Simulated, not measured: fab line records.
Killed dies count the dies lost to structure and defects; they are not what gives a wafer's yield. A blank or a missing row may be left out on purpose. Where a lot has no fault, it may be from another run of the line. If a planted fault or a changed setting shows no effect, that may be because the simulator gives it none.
Lot-split experiment | flow n5-finfet | route with 1938 steps; 7 lots, 21 wafers read

## THE SPLIT ITSELF
At N5_BEOL_M8_VIA_ETCH_34 (etches SiCOH lowk in C4F6/O2, target depth 125.5 nm, time 50.5 s), the setting source-w was moved away from the recipe's 345 W on 7 of the 21 wafers read, by -14.6% to +14.3%. The other wafers ran this setting at the recipe's value.

Reading taken at the split's own step.

## THE READING
rf-vpp-V, in V, at N5_BEOL_M8_VIA_ETCH_34 (etches SiCOH lowk in C4F6/O2, target depth 125.5 nm, time 50.5 s). A value of 665 V with a standard deviation of 6.8 V is what fault-free wafers of this fab line usually give.

wafer  | tool, chamber at the split | source-w as run, W | against the recipe | rf-vpp-V, V | against lot-mates on the recipe
L074.2 | rie-diel-01, 1             | 345                | recipe             | 667         | -
L074.4 | rie-diel-01, 3             | 345                | recipe             | 679         | -
L074.5 | rie-diel-01, 0             | 345                | recipe             | 662         | -
L076.1 | rie-diel-03, 0             | 394.4              | +14.3%             | 616         | -44
L076.2 | rie-diel-03, 1             | 394.4              | +14.3%             | 617         | -43
L076.6 | rie-diel-03, 1             | 345                | recipe             | 660         | -
L077.2 | rie-diel-02, 3             | 320                | -7.2%              | 688         | +25
L077.4 | rie-diel-02, 3             | 345                | recipe             | 663         | -
L077.6 | rie-diel-02, 1             | 320                | -7.2%              | 705         | +42
L082.2 | rie-diel-03, 2             | 345                | recipe             | 655         | -
L082.3 | rie-diel-03, 0             | 345                | recipe             | 661         | -
L082.4 | rie-diel-03, 1             | 345                | recipe             | 658         | -
L083.1 | rie-diel-03, 1             | 308.5              | -10.6%             | 699         | +39
L083.3 | rie-diel-03, 0             | 345                | recipe             | 660         | -
L083.4 | rie-diel-03, 2             | 308.5              | -10.6%             | 692         | +32
L090.1 | rie-diel-01, 0             | 294.7              | -14.6%             | 719         | +46
L090.2 | rie-diel-01, 3             | 345                | recipe             | 677         | -
L090.6 | rie-diel-01, 2             | 345                | recipe             | 670         | -
L095.1 | rie-diel-02, 2             | 345                | recipe             | 660         | -
L095.4 | rie-diel-02, 1             | 345                | recipe             | 678         | -
L095.6 | rie-diel-02, 3             | 345                | recipe             | 662         | -

THE FIT
A straight line over all 21 wafers: rf-vpp-V changes by -3.44 V for each +1% of source-w; r = -0.95; the points scatter about the line by 7.7 V.
The same after taking each lot's own level away (the mean of its wafers on the recipe; 21 wafers): -3.28 V for each +1%; r = -0.96; scatter 6.3 V.
That fit puts the effect of the largest move of source-w on the reading at 48 V.
The span of the lots' own levels, 658.0 to 673.5 V, comes to 2.3 times the standard deviation stated above.
The two slopes agree, so the slope changes little with the lot-to-lot level.
Check: with one of the wafers moved furthest among these (-14.6%) left out of the fit, the line predicts +50.2 V for it against its lot-mates. Against them it came out at +45.5 V.
Tool readings at the split's step, against how far the setting was moved: rf-vpp-V r = -0.95.

## OTHER SPLITS ON THESE WAFERS
These wafers also went through other splits before the reading. Each is held against what the fit with the lots' levels taken away leaves over:
other split on the same wafers  | wafers away from the commonest value | r with rf-vpp-V (lot level and that fit taken away)
N5_BEOL_M6_ETCH_61 bias-w       | 6                                    | -0.15
N5_BEOL_M7_ETCH_66 time-s       | 9                                    | +0.09
N5_BEOL_M7_VIA_ETCH_34 source-w | 6                                    | -0.08
N5_BEOL_M8_COAT_22 spin-rpm     | 4                                    | -0.11
N5_BEOL_M8_EXPOSE_25 dose-mj    | 5                                    | -0.44

## THE WHOLE CHAIN: every reading that the file lists as answering this split, in the file's order
step                   | what it does                                                     | reading                                                        | change (the file's fit)              | r (the file's)
N5_BEOL_M8_VIA_ETCH_34 | etches SiCOH lowk in C4F6/O2, target depth 125.5 nm, time 50.5 s | rf-vpp-V                                                       | -3.27 V for each +1% of the setting  | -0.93
N5_BEOL_M8_VIA_ETCH_34 | etches SiCOH lowk in C4F6/O2, target depth 125.5 nm, time 50.5 s | etch.depth-nm (the simulator's own value, which no gauge read) | +0.38 nm for each +1% of the setting | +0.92

## THE FILE'S OWN FIT
rf-vpp-V changes by -3.27 V for each +1% of source-w, r = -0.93.
